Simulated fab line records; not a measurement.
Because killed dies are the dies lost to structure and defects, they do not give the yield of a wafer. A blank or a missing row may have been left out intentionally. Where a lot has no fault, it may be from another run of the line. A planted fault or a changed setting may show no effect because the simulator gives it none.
fab line records	flow nand_harc
record lots=24	wafers=72	last_day=33
route steps=1302 shown P_ZERO_WELL@46 P_STI@109 P_GATE@207 P_CONTACT@232 P_M0@263
lots that met no fault: taken from a fault-free run of the same line
start_h: hours from the record's first day to the start of the lot's first wafer shown	wait_h: hours elapsed since this lot's preceding step	" same as the row above	L1.1+2: one row covering several wafers at once	- no value, or no start was given	* or withheld: withheld	< > ~ a bound
route shown NAME@n: names a module that has steps shown in the file, with the first one's number in the route	usual: mean/standard deviation taken from wafers without a fault	same: alike in all rows	chamber/n: place in a boat	sites: readings site by site	_std_site: standard deviation across them	_edge_site: the outer-site mean with the inner-site mean subtracted	radius_mm: how far each site lies from the wafer's centre	mask NAME#n: copy n	behind: the most recent tool/chamber to have shaped the wafer	hold: cause of the lot's hold/its duration in hours/its outcome	device: transistor that didn't switch, given as n, p or np	end of line: tests run on the same wafers once the route is complete	for a step that has no rows: nothing shown but its recipe	killed: at the first sort, the dies lost to defects and structure; wafer yield is something else	map: per-die view of a wafer (x killed, . not killed, _ where there is no die)
set.NAME: setting as actually run; set.NAME@STEP: the setting as run at that earlier step	model.NAME: the simulator's own value behind a step, which no gauge read
the route's steps for a sample of lots (tables are steps, rows are wafers)
services: a tool's chamber out of use, with start hour (start_h, from the record's first day; less than 0 if before it), hours out, and reason
## steps
# step NHARC_P_ZERO_WELL_DESCUM_39
# recipe time_s=3	o2_flow_sccm=200	ar_flow_sccm=0	bias_power_w=0	chemistry=O2
# usual chamber_pressure_mTorr=60.00/0.056	drypump_motor_current_A=5.6/0.6	oes_product_au=0.999/0.013	rf_vpp_V=58.0/0.9	showerhead_plenum_p_Torr=1.93/0.086	throttle_valve_pct=11.312/0.0098
lot.wafer	tool	chamber	start_h	wait_h	chamber_pressure_mTorr	drypump_motor_current_A	oes_product_au	rf_hours_counter_h	rf_vpp_V	showerhead_plenum_p_Torr	throttle_valve_pct
L074.1	rie_diel-02	1	24.14	-	59.99	6.3	0.979	46	57.8	1.99	11.306
L074.2	"	2	"	"	59.96	5.7	0.990	54	57.6	1.99	11.294
L074.3	"	0	"	"	59.89	6.7	1.005	53	58.7	1.76	11.305
L075.2	rie_diel-09	2	34.84	-	60.11	5.0	0.978	15	58.4	1.81	11.325
L075.4	"	0	"	"	60.05	6.1	0.970	18	59.2	2.07	11.320
L075.6	"	2	"	"	59.95	5.0	0.990	-	57.8	1.81	11.307
L076.2	rie_diel-09	2	44.37	-	59.96	5.0	0.972	20	57.1	1.81	11.308
L076.3	"	0	"	"	59.96	6.1	0.968	23	57.5	2.07	11.315
L076.6	"	2	"	"	60.03	5.0	0.986	-	57.8	1.81	11.315
L077.4	rie_diel-02	2	54.36	-	59.88	5.7	1.003	-	57.9	1.99	11.316
L077.5	"	3	"	"	59.99	5.0	0.995	-	55.6	1.86	11.319
L077.6	"	1	"	"	60.00	6.3	0.994	-	57.8	1.99	11.309
L078.4	rie_diel-09	1	64.29	-	59.96	6.2	0.997	32	57.0	1.93	11.310
L078.3	"	3	"	"	60.01	4.7	0.985	27	59.2	1.96	11.298
L078.6	"	1	"	"	59.97	6.2	0.983	-	58.1	1.93	11.324
L079.1	rie_diel-09	1	74.63	-	60.07	6.3	0.994	35	58.0	1.93	11.307
L079.4	"	2	"	"	60.04	5.0	0.984	31	57.3	1.80	11.313
L079.5	"	1	"	"	60.02	6.2	0.987	-	58.0	1.93	11.300
L080.4	rie_diel-08	1	84.50	-	60.11	5.6	1.002	30	57.3	1.78	11.297
L080.3	"	2	"	"	60.01	5.6	1.012	18	56.6	1.93	11.316
L080.5	"	1	"	"	59.95	5.6	1.012	-	56.1	1.78	11.299
L081.3	rie_diel-08	0	94.14	-	59.98	5.5	1.013	23	57.5	1.87	11.309
L081.2	"	2	"	"	60.02	5.6	1.003	22	58.3	1.93	11.294
L081.5	"	3	"	"	60.02	4.8	1.024	-	56.7	1.93	11.299
L082.4	rie_diel-08	0	104.44	-	60.00	5.6	1.005	26	57.8	1.87	11.322
L082.2	"	1	"	"	60.03	5.6	1.013	37	56.5	1.78	11.310
L082.5	"	1	"	"	60.01	5.6	1.003	-	57.7	1.78	11.328
L083.1	rie_diel-02	2	114.27	-	60.09	5.7	0.995	21	59.3	1.98	11.298
L083.5	"	1	"	"	59.99	6.3	0.996	-	57.2	1.98	11.321
L083.6	"	2	"	"	59.99	5.7	1.006	-	58.3	1.98	11.321
L084.1	rie_diel-08	3	124.40	-	60.01	4.8	1.023	35	57.5	1.93	11.303
L084.3	"	2	"	"	59.95	5.6	1.008	36	58.2	1.93	11.321
L084.6	"	0	"	"	59.94	5.6	1.015	-	55.9	1.87	11.312
L085.3	rie_diel-09	0	134.02	-	59.98	6.1	0.984	51	58.4	2.06	11.319
L085.4	"	3	"	"	60.08	4.7	0.994	47	59.0	1.95	11.319
L085.6	"	1	"	"	60.00	6.2	0.991	-	58.6	1.92	11.307
L086.4	rie_diel-02	0	144.30	-	60.00	6.7	1.016	17	58.9	2.07	11.316
L086.5	"	3	"	"	60.04	5.0	0.989	-	58.6	1.85	11.308
L086.6	"	0	"	"	60.03	6.7	1.001	-	60.0	2.07	11.305
L087.3	rie_diel-08	1	154.24	-	59.98	5.6	0.994	58	56.9	1.78	11.315
L087.1	"	2	"	"	59.95	5.6	1.013	49	57.0	1.92	11.328
L087.4	"	3	"	"	60.08	4.8	1.019	47	57.3	1.92	11.321
L088.2	rie_diel-02	0	164.30	-	60.00	6.7	1.019	24	58.5	2.07	11.319
L088.4	"	1	"	"	59.94	6.3	0.994	36	58.1	1.98	11.313
L088.5	"	3	"	"	60.00	4.9	1.005	-	58.2	1.85	11.316
L089.3	rie_diel-09	0	174.26	-	59.95	6.1	0.988	9	58.9	2.05	11.321
L089.1	"	2	"	"	59.97	5.0	0.989	11	56.6	1.79	11.321
L089.6	"	3	"	"	59.93	4.7	1.001	-	57.1	1.95	11.318
L090.3	rie_diel-09	3	184.48	-	60.05	4.7	0.991	10	57.8	1.95	11.316
L090.1	"	0	"	"	59.97	6.1	0.992	10	59.1	2.05	11.314
L090.4	"	0	"	"	60.04	6.1	0.993	-	60.2	2.05	11.299
L091.2	rie_diel-09	1	194.37	-	60.03	6.2	0.992	14	57.9	1.92	11.302
L091.3	"	3	"	"	59.90	4.7	0.998	12	57.7	1.94	11.299
L091.5	"	1	"	"	60.08	6.3	0.989	-	58.8	1.92	11.318
L092.4	rie_diel-02	0	204.29	-	59.96	6.7	1.017	37	58.7	2.06	11.317
L092.1	"	1	"	"	60.02	6.2	0.994	50	58.7	1.97	11.311
L092.2	"	3	"	"	60.09	4.9	0.999	49	57.0	1.85	11.323
L093.1	rie_diel-08	0	214.37	-	60.04	5.6	0.999	6	57.9	1.86	11.281
L093.3	"	1	"	"	60.00	5.6	1.008	6	57.5	2.07	11.325
L093.5	"	0	"	"	59.84	5.6	1.010	-	58.1	1.86	11.312
L094.4	rie_diel-08	2	225.69	-	59.94	5.5	0.999	8	56.8	1.91	11.322
L094.2	"	1	"	"	59.99	5.6	0.998	9	60.1	2.07	11.330
L094.6	"	3	"	"	59.96	4.9	1.009	-	58.0	1.92	11.315
L095.2	rie_diel-08	3	234.38	-	60.01	4.9	1.016	13	57.7	1.92	11.302
L095.4	"	0	"	"	60.17	5.6	1.023	14	57.7	1.86	11.304
L095.5	"	3	"	"	60.05	4.8	1.011	-	59.2	1.92	11.318
L096.4	rie_diel-08	3	244.31	-	59.98	4.9	1.016	17	58.8	1.92	11.306
L096.5	"	0	"	"	59.98	5.6	1.017	-	55.9	1.86	11.317
L096.6	"	1	"	"	59.99	5.6	0.999	-	58.8	2.07	11.314
L097.2	rie_diel-09	3	254.13	-	60.00	4.7	1.017	36	57.7	1.94	11.309
L097.4	"	1	"	"	59.97	6.2	0.995	36	58.7	1.91	11.312
L097.3	"	2	"	"	60.09	5.0	0.973	37	58.5	1.79	11.313
# step NHARC_P_STI_INSPECT_25
# usual raw_defect_count=226/80
lot.wafer	tool	chamber	start_h	wait_h	raw_defect_count
L074.1	defect_inspect-02	-	80.47	0.4	266
L074.2	"	-	"	"	337
L074.3	"	-	"	"	164
L076.2	defect_inspect-02	-	97.67	0.4	381
L076.3	"	-	"	"	368
L076.6	"	-	"	"	295
L075.2	defect_inspect-01	-	97.67	0.4	348
L075.4	"	-	"	"	165
L075.6	"	-	"	"	211
L077.4	defect_inspect-02	-	104.30	0.4	194
L077.5	"	-	"	"	207
L077.6	"	-	"	"	343
L078.3	defect_inspect-02	-	111.27	0.4	103
L078.4	"	-	"	"	151
L078.6	"	-	"	"	124
L079.1	defect_inspect-02	-	126.11	0.4	124
L079.4	"	-	"	"	241
L079.5	"	-	"	"	199
L080.3	defect_inspect-02	-	131.12	0.4	263
L080.4	"	-	"	"	184
L080.5	"	-	"	"	367
L081.2	defect_inspect-02	-	144.77	0.4	373
L081.3	"	-	"	"	185
L081.5	"	-	"	"	235
L082.2	defect_inspect-02	-	150.50	0.4	162
L082.4	"	-	"	"	80
L082.5	"	-	"	"	128
L083.1	defect_inspect-01	-	165.79	0.4	156
L083.5	"	-	"	"	166
L083.6	"	-	"	"	158
L084.1	defect_inspect-01	-	170.04	0.4	350
L084.3	"	-	"	"	246
L084.6	"	-	"	"	298
L085.3	defect_inspect-01	-	180.49	0.4	156
L085.4	"	-	"	"	153
L085.6	"	-	"	"	122
L086.4	defect_inspect-01	-	191.94	0.4	239
L086.5	"	-	"	"	171
L086.6	"	-	"	"	235
L087.1	defect_inspect-01	-	200.61	0.4	287
L087.3	"	-	"	"	138
L087.4	"	-	"	"	255
L089.1	defect_inspect-01	-	218.25	0.4	248
L089.3	"	-	"	"	219
L089.6	"	-	"	"	113
L088.2	defect_inspect-02	-	218.25	0.4	207
L088.4	"	-	"	"	243
L088.5	"	-	"	"	144
L090.1	defect_inspect-01	-	231.23	0.4	135
L090.3	"	-	"	"	102
L090.4	"	-	"	"	209
L091.2	defect_inspect-02	-	245.86	0.4	96
L091.3	"	-	"	"	201
L091.5	"	-	"	"	151
L092.1	defect_inspect-02	-	253.80	0.4	343
L092.2	"	-	"	"	302
L092.4	"	-	"	"	185
L093.1	defect_inspect-01	-	260.23	0.4	316
L093.3	"	-	"	"	276
L093.5	"	-	"	"	196
L094.2	defect_inspect-01	-	270.34	0.4	340
L094.4	"	-	"	"	277
L094.6	"	-	"	"	389
L095.2	defect_inspect-02	-	280.76	0.4	251
L095.4	"	-	"	"	325
L095.5	"	-	"	"	303
L096.4	defect_inspect-02	-	295.50	0.4	137
L096.5	"	-	"	"	207
L096.6	"	-	"	"	220
L097.2	defect_inspect-01	-	300.13	0.4	192
L097.3	"	-	"	"	127
L097.4	"	-	"	"	174
# step NHARC_P_GATE_RTA_64
# recipe temp_c=1050	time_s=1
# usual anneal_temp_c_max=1056.6/2	lamp_power_pct=32.0/1.4	wafer_temp_C_max=1054.2/0.79
lot.wafer	tool	chamber	start_h	wait_h	anneal_temp_c_max	lamp_power_pct	wafer_temp_C_max
L074.1	rtp_anneal-02	0	123.07	-	1059.7	30.8	1054.4
L074.2	"	0	"	"	1060.7	30.8	1055.1
L074.3	"	0	"	"	1060.9	30.7	1054.4
L076.2	rtp_anneal-02	0	138.26	-	1058.1	30.7	1053.2
L076.3	"	0	"	"	1056.8	30.7	1053.4
L076.6	"	0	"	"	1058.1	30.7	1054.6
L075.2	rtp_anneal-02	0	139.16	-	1057.0	30.7	1056.3
L075.4	"	0	"	"	1060.3	30.7	1054.1
L075.6	"	0	"	"	1057.5	30.7	1055.8
L077.4	rtp_anneal-01	0	148.91	-	1055.3	33.6	1055.0
L077.5	"	0	"	"	1054.7	33.5	1053.8
L077.6	"	0	"	"	1056.2	33.6	1054.5
L078.3	rtp_anneal-01	0	153.70	-	1055.9	33.6	1055.1
L078.4	"	0	"	"	1054.8	33.6	1052.9
L078.6	"	0	"	"	1055.3	33.5	1055.4
L079.1	rtp_anneal-01	0	169.62	-	1054.3	33.6	1054.6
L079.4	"	0	"	"	1055.1	33.5	1054.7
L079.5	"	0	"	"	1054.3	33.5	1054.6
L080.3	rtp_anneal-01	0	174.25	-	1054.9	33.5	1053.3
L080.4	"	0	"	"	1055.0	33.5	1053.5
L080.5	"	0	"	"	1054.7	33.5	1053.7
L081.2	rtp_anneal-02	0	184.41	-	1058.0	30.8	1053.4
L081.3	"	0	"	"	1057.6	30.7	1054.8
L081.5	"	0	"	"	1060.3	30.7	1054.5
L082.2	rtp_anneal-02	0	190.86	-	1059.0	30.7	1054.6
L082.4	"	0	"	"	1058.5	30.7	1055.3
L082.5	"	0	"	"	1057.9	30.8	1053.9
L083.1	rtp_anneal-02	0	208.49	-	1058.4	30.7	1054.9
L083.5	"	0	"	"	1055.4	30.7	1054.3
L083.6	"	0	"	"	1058.9	30.7	1053.9
L084.1	rtp_anneal-01	0	211.88	-	1056.3	33.5	1054.5
L084.3	"	0	"	"	1054.8	33.5	1052.8
L084.6	"	0	"	"	1056.0	33.6	1054.0
L085.3	rtp_anneal-01	0	219.89	-	1056.6	33.6	1055.9
L085.4	"	0	"	"	1055.1	33.6	1052.6
L085.6	"	0	"	"	1054.6	33.6	1052.9
L086.4	rtp_anneal-02	0	235.15	-	1057.9	30.7	1054.0
L086.5	"	0	"	"	1056.6	30.8	1054.1
L086.6	"	0	"	"	1063.3	30.7	1052.9
L087.1	rtp_anneal-01	0	240.96	-	1053.9	33.6	1054.1
L087.3	"	0	"	"	1054.9	33.5	1054.2
L087.4	"	0	"	"	1054.6	33.6	1054.3
L088.2	rtp_anneal-01	0	258.23	-	1054.4	33.4	1056.0
L088.4	"	0	"	"	1053.6	33.4	1053.2
L088.5	"	0	"	"	1054.5	33.4	1053.1
L089.1	rtp_anneal-01	0	258.99	-	1054.4	33.6	1053.8
L089.3	"	0	"	"	1053.6	33.6	1053.0
L089.6	"	0	"	"	1055.8	33.6	1054.3
L090.1	rtp_anneal-02	0	274.12	-	1057.3	30.8	1053.2
L090.3	"	0	"	"	1056.1	30.7	1054.1
L090.4	"	0	"	"	1056.2	30.7	1054.6
L091.2	rtp_anneal-02	0	285.17	-	1055.0	30.8	1054.2
L091.3	"	0	"	"	1059.0	30.7	1054.4
L091.5	"	0	"	"	1058.4	30.8	1055.6
L092.1	rtp_anneal-02	0	297.18	-	1057.0	30.7	1053.8
L092.2	"	0	"	"	1056.1	30.8	1054.1
L092.4	"	0	"	"	1057.5	30.7	1053.1
L093.1	rtp_anneal-02	0	304.27	-	1057.1	30.8	1055.7
L093.3	"	0	"	"	1057.9	30.7	1054.6
L093.5	"	0	"	"	1058.3	30.7	1054.0
L094.2	rtp_anneal-02	0	315.64	-	1057.3	30.7	1055.3
L094.4	"	0	"	"	1057.4	30.7	1055.0
L094.6	"	0	"	"	1062.4	30.7	1055.9
L095.2	rtp_anneal-01	0	322.75	-	1055.3	33.5	1054.1
L095.4	"	0	"	"	1054.2	33.5	1053.1
L095.5	"	0	"	"	1054.8	33.5	1053.7
L096.4	rtp_anneal-01	0	335.67	-	1055.8	33.6	1054.1
L096.5	"	0	"	"	1054.9	33.5	1053.7
L096.6	"	0	"	"	1054.6	33.6	1053.5
L097.2	rtp_anneal-02	0	342.49	-	1058.0	30.7	1054.5
L097.3	"	0	"	"	1057.7	30.8	1054.5
L097.4	"	0	"	"	1056.6	30.7	1054.6
# step NHARC_P_CONTACT_CD_MEAS_12
# recipe target_cd_nm=90	landing_energy_ev=500
# usual cd_nm=89.6/0.7
lot.wafer	tool	chamber	start_h	wait_h	cd_nm
L074.1	cd_sem-01	0	125.82	-	90.1
L074.2	"	0	"	"	89.3
L074.3	"	0	"	"	89.1
L076.2	cd_sem-01	0	141.43	-	90.0
L076.3	"	0	"	"	91.2
L076.6	"	0	"	"	90.5
L075.2	cd_sem-02	0	142.00	-	88.9
L075.4	"	0	"	"	88.3
L075.6	"	0	"	"	89.0
L077.4	cd_sem-03	0	151.69	-	88.1
L077.5	"	0	"	"	88.6
L077.6	"	0	"	"	89.0
L078.3	cd_sem-01	0	156.52	-	89.8
L078.4	"	0	"	"	89.7
L078.6	"	0	"	"	88.5
L079.1	cd_sem-01	0	172.50	-	88.4
L079.4	"	0	"	"	89.7
L079.5	"	0	"	"	90.4
L080.3	cd_sem-03	0	177.11	-	89.2
L080.4	"	0	"	"	89.5
L080.5	"	0	"	"	89.2
L081.2	cd_sem-01	0	187.27	-	89.8
L081.3	"	0	"	"	90.6
L081.5	"	0	"	"	89.6
L082.2	cd_sem-01	0	193.93	-	90.2
L082.4	"	0	"	"	90.2
L082.5	"	0	"	"	90.5
L083.1	cd_sem-01	0	211.37	-	88.7
L083.5	"	0	"	"	88.4
L083.6	"	0	"	"	88.5
L084.1	cd_sem-01	0	214.74	-	89.8
L084.3	"	0	"	"	91.0
L084.6	"	0	"	"	90.6
L085.3	cd_sem-01	0	222.58	-	89.1
L085.4	"	0	"	"	89.1
L085.6	"	0	"	"	89.7
L086.4	cd_sem-02	0	237.97	-	90.4
L086.5	"	0	"	"	89.9
L086.6	"	0	"	"	89.4
L087.1	cd_sem-02	0	243.96	-	89.0
L087.3	"	0	"	"	89.6
L087.4	"	0	"	"	89.1
L088.2	cd_sem-03	0	261.33	-	90.6
L088.4	"	0	"	"	90.2
L088.5	"	0	"	"	90.8
L089.1	cd_sem-03	0	261.86	-	88.8
L089.3	"	0	"	"	89.9
L089.6	"	0	"	"	89.2
L090.1	cd_sem-02	0	276.85	-	89.5
L090.3	"	0	"	"	90.1
L090.4	"	0	"	"	89.3
L091.2	cd_sem-02	0	288.01	-	90.6
L091.3	"	0	"	"	89.2
L091.5	"	0	"	"	90.1
L092.1	cd_sem-03	0	300.05	-	89.6
L092.2	"	0	"	"	90.0
L092.4	"	0	"	"	89.3
L093.1	cd_sem-02	0	307.13	-	89.1
L093.3	"	0	"	"	89.6
L093.5	"	0	"	"	89.6
L094.2	cd_sem-03	0	318.62	-	90.9
L094.4	"	0	"	"	89.9
L094.6	"	0	"	"	91.6
L095.2	cd_sem-02	0	325.56	-	89.5
L095.4	"	0	"	"	89.4
L095.5	"	0	"	"	88.4
L096.4	cd_sem-01	0	338.46	-	89.2
L096.5	"	0	"	"	89.5
L096.6	"	0	"	"	88.7
L097.2	cd_sem-01	0	345.34	-	90.1
L097.3	"	0	"	"	89.1
L097.4	"	0	"	"	89.1
# step NHARC_P_CONTACT_PVD_32
# recipe target_thk_a=50	chamber_pressure_pa=5	power_w=5000	substrate_temp_c=200	time_s=17.7	material=Ti
# usual substrate_temp_c=200.01/0.15	throttle_valve_pct=29.9/0.88
lot.wafer	tool	chamber	start_h	wait_h	substrate_temp_c	throttle_valve_pct
L074.3	pvd_sputter-01	-	-	-	200.06	29.7
L074.1	"	-	"	"	200.01	30.5
L074.2	"	-	"	"	200.00	27.9
L076.3	pvd_sputter-03	-	-	-	199.87	28.9
L076.2	"	-	"	"	200.23	28.2
L076.6	"	-	"	"	199.92	28.4
L075.4	pvd_sputter-01	-	-	-	199.89	27.9
L075.2	"	-	"	"	199.97	30.1
L075.6	"	-	"	"	200.05	28.2
L077.4	pvd_sputter-02	-	-	-	199.93	30.0
L077.5	"	-	"	"	200.09	30.3
L077.6	"	-	"	"	199.82	30.5
L078.3	pvd_sputter-03	-	-	-	199.93	28.8
L078.4	"	-	"	"	199.81	28.3
L078.6	"	-	"	"	200.03	28.9
L079.1	pvd_sputter-01	-	-	-	199.95	31.5
L079.4	"	-	"	"	200.00	27.8
L079.5	"	-	"	"	200.26	31.3
L080.4	pvd_sputter-02	-	-	-	199.89	30.1
L080.3	"	-	"	"	200.04	30.1
L080.5	"	-	"	"	200.18	31.0
L081.3	pvd_sputter-02	-	-	-	200.25	30.4
L081.2	"	-	"	"	200.09	29.9
L081.5	"	-	"	"	200.08	30.4
L082.2	pvd_sputter-02	-	-	-	200.12	30.2
L082.4	"	-	"	"	200.23	30.0
L082.5	"	-	"	"	199.73	30.9
L083.1	pvd_sputter-01	-	-	-	200.18	28.1
L083.6	"	-	"	"	199.94	31.5
L083.5	"	-	"	"	200.26	28.0
L084.3	pvd_sputter-03	-	-	-	200.08	28.8
L084.1	"	-	"	"	199.96	28.5
L084.6	"	-	"	"	199.91	29.6
L085.3	pvd_sputter-01	-	-	-	199.86	30.6
L085.4	"	-	"	"	200.01	29.7
L085.6	"	-	"	"	200.02	30.6
L086.4	pvd_sputter-03	-	-	-	200.31	29.4
L086.5	"	-	"	"	200.26	29.5
L086.6	"	-	"	"	200.21	28.6
L087.1	pvd_sputter-02	-	-	-	200.19	31.3
L087.3	"	-	"	"	200.14	30.1
L087.4	"	-	"	"	200.04	30.3
L088.2	pvd_sputter-03	-	-	-	199.96	29.8
L088.4	"	-	"	"	199.87	28.7
L088.5	"	-	"	"	200.13	29.8
L089.1	pvd_sputter-02	-	-	-	199.96	30.3
L089.3	"	-	"	"	199.96	31.0
L089.6	"	-	"	"	200.04	30.5
L090.3	pvd_sputter-03	-	-	-	199.99	28.8
L090.4	"	-	"	"	199.96	28.7
L090.1	"	-	"	"	200.00	29.5
L091.3	pvd_sputter-01	-	-	-	199.95	29.0
L091.2	"	-	"	"	200.00	30.3
L091.5	"	-	"	"	200.09	30.5
L092.4	pvd_sputter-02	-	-	-	199.99	29.8
L092.2	"	-	"	"	199.91	30.7
L092.1	"	-	"	"	199.88	30.3
L093.1	pvd_sputter-02	-	-	-	200.11	30.1
L093.3	"	-	"	"	199.77	30.6
L093.5	"	-	"	"	199.73	30.8
L094.2	pvd_sputter-02	-	-	-	199.89	30.3
L094.4	"	-	"	"	200.00	29.9
L094.6	"	-	"	"	200.10	30.5
L095.2	pvd_sputter-01	-	-	-	200.06	28.3
L095.4	"	-	"	"	199.84	30.1
L095.5	"	-	"	"	200.10	28.6
L096.4	pvd_sputter-01	-	-	-	200.05	28.5
L096.6	"	-	"	"	199.94	28.6
L096.5	"	-	"	"	200.19	28.8
L097.4	pvd_sputter-02	-	-	-	200.03	29.9
L097.3	"	-	"	"	199.92	29.9
L097.2	"	-	"	"	199.92	30.6
# step NHARC_P_M0_CD_MEAS_09
# recipe target_cd_nm=90	landing_energy_ev=500
# usual cd_nm=89.9/0.66
lot.wafer	tool	chamber	start_h	wait_h	cd_nm
L074.1	cd_sem-02	0	129.95	-	89.6
L074.2	"	0	"	"	88.8
L074.3	"	0	"	"	89.2
L076.2	cd_sem-03	0	145.47	-	89.3
L076.3	"	0	"	"	89.8
L076.6	"	0	"	"	90.7
L075.2	cd_sem-03	0	146.17	-	89.4
L075.4	"	0	"	"	89.3
L075.6	"	0	"	"	89.7
L077.4	cd_sem-02	0	155.86	-	89.7
L077.5	"	0	"	"	89.8
L077.6	"	0	"	"	88.5
L078.3	cd_sem-01	0	160.58	-	89.3
L078.4	"	0	"	"	89.7
L078.6	"	0	"	"	89.9
L079.1	cd_sem-02	0	176.58	-	90.9
L079.4	"	0	"	"	90.4
L079.5	"	0	"	"	90.5
L080.3	cd_sem-01	0	181.38	-	90.7
L080.4	"	0	"	"	90.7
L080.5	"	0	"	"	91.2
L081.2	cd_sem-03	0	191.48	-	89.6
L081.3	"	0	"	"	89.7
L081.5	"	0	"	"	89.0
L082.2	cd_sem-01	0	197.97	-	89.3
L082.4	"	0	"	"	90.6
L082.5	"	0	"	"	89.8
L083.1	cd_sem-01	0	215.71	-	90.1
L083.5	"	0	"	"	91.1
L083.6	"	0	"	"	90.4
L084.1	cd_sem-01	0	218.93	-	89.8
L084.3	"	0	"	"	89.9
L084.6	"	0	"	"	91.0
L085.3	cd_sem-01	0	226.74	-	89.9
L085.4	"	0	"	"	90.2
L085.6	"	0	"	"	89.5
L086.4	cd_sem-03	0	242.00	-	89.9
L086.5	"	0	"	"	89.4
L086.6	"	0	"	"	90.1
L087.1	cd_sem-02	0	248.29	-	90.4
L087.3	"	0	"	"	90.6
L087.4	"	0	"	"	90.1
L088.2	cd_sem-03	0	265.62	-	89.2
L088.4	"	0	"	"	89.1
L088.5	"	0	"	"	89.0
L089.1	cd_sem-02	0	266.06	-	90.2
L089.3	"	0	"	"	90.5
L089.6	"	0	"	"	90.8
L090.1	cd_sem-03	0	280.94	-	89.2
L090.3	"	0	"	"	89.6
L090.4	"	0	"	"	89.3
L091.2	cd_sem-01	0	292.07	-	89.0
L091.3	"	0	"	"	89.0
L091.5	"	0	"	"	88.6
L092.1	cd_sem-01	0	304.22	-	89.2
L092.2	"	0	"	"	89.5
L092.4	"	0	"	"	88.7
L093.1	cd_sem-01	0	311.32	-	89.1
L093.3	"	0	"	"	88.8
L093.5	"	0	"	"	90.0
L094.2	cd_sem-03	0	322.66	-	90.1
L094.4	"	0	"	"	90.0
L094.6	"	0	"	"	90.4
L095.2	cd_sem-02	0	329.67	-	91.1
L095.4	"	0	"	"	90.7
L095.5	"	0	"	"	90.5
L096.4	cd_sem-02	0	342.79	-	90.7
L096.5	"	0	"	"	90.3
L096.6	"	0	"	"	90.3
L097.2	cd_sem-03	0	349.50	-	90.2
L097.3	"	0	"	"	89.3
L097.4	"	0	"	"	89.4
## services
tool	chamber	start_h	hours	kind
rtp_anneal-02	-	12.00	12.0	pm
rie_diel-08	-	13.84	9.0	pm
pvd_sputter-01	-	27.19	4.3	repair
rie_diel-02	0	28.07	16.4	repair
rie_diel-08	2	36.31	1.8	repair
pvd_sputter-01	-	48.00	10.0	pm
pvd_sputter-02	-	59.61	7.2	repair
rie_diel-08	2	72.77	6.3	repair
rie_diel-08	0	77.69	3.1	repair
pvd_sputter-02	-	104.00	10.0	pm
pvd_sputter-02	-	116.57	6.8	repair
rie_diel-08	1	139.93	4.3	repair
rie_diel-09	-	143.17	9.0	pm
rie_diel-09	2	184.02	4.3	repair
rie_diel-09	0	185.73	11.3	repair
rie_diel-08	1	189.45	2.6	repair
rie_diel-08	-	190.84	9.0	pm
rie_diel-09	3	197.26	6.5	repair
pvd_sputter-01	-	226.00	10.0	pm
pvd_sputter-01	-	258.23	6.3	repair
pvd_sputter-02	-	271.33	2.5	repair
pvd_sputter-02	-	282.00	10.0	pm
pvd_sputter-02	-	296.11	3.1	repair
rie_diel-09	-	320.17	9.0	pm
## key
fault none
